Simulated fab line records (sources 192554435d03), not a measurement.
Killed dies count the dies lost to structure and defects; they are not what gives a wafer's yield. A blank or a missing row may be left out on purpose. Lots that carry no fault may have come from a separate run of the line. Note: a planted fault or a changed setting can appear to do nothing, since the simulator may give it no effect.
Chamber matching    flow n5-finfet    ald-sin-04 running N5_GATE_CUT_ALD_22: 4 sister chambers
The step deposits SiNx, target thk 16 nm, pulse time 1 s, ald cycles 320. 8 wafers are shown with their chamber, then 10 later ones without.

WAFERS, EACH WITH ITS CHAMBER
wafer   chamber  heater-power-w (W)  precursor-pulse-height-rel
L076.3  0        758                 1.026
L079.4  1        986                 0.981
L079.6  3        1062                1.024
L080.1  1        1018                0.984
L080.4  3        1071                1.020
L080.5  2        881                 1.014
L081.1  2        907                 0.981
L081.3  0        756                 0.982

WAFERS MISSING THEIR CHAMBER
wafer   heater-power-w (W)  precursor-pulse-height-rel
L081.5  1045                1.021
L089.3  1024                0.986
L089.4  897                 0.963
L089.6  913                 0.987
L094.1  732                 0.986
L094.2  1044                0.994
L094.6  1035                0.978
L095.1  744                 1.025
L095.3  977                 1.013
L095.5  1039                1.022

THE CHAMBER EACH PASSED THROUGH
wafer   from the rows above      in truth
L081.5  3                        3
L089.3  can't be placed: 1 or 3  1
L089.4  2                        2
L089.6  2                        2
L094.1  0                        0
L094.2  can't be placed: 3 or 1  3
L094.6  can't be placed: 1 or 3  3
L095.1  0                        0
L095.3  1                        1
L095.5  can't be placed: 3 or 1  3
6 of 10 placed correctly. These rows do not allow placing 4 (true chamber among the candidates in 4). Number placed wrongly: 0.
How it was worked out, from the rows above alone: a wafer's distance from a chamber is the root of the sum, over the readings, of the square of ((its reading less the chamber's mean) divided by the reading's scatter). The wafer belongs to the nearest chamber; if the next one is less than 2 further off, it can't be placed. The mean given for a chamber averages the wafers shown for that chamber. The scatter: take each reading less its chamber's mean, square it, sum over the shown wafers, divide by the number of wafers less the number of chambers, and take the root.
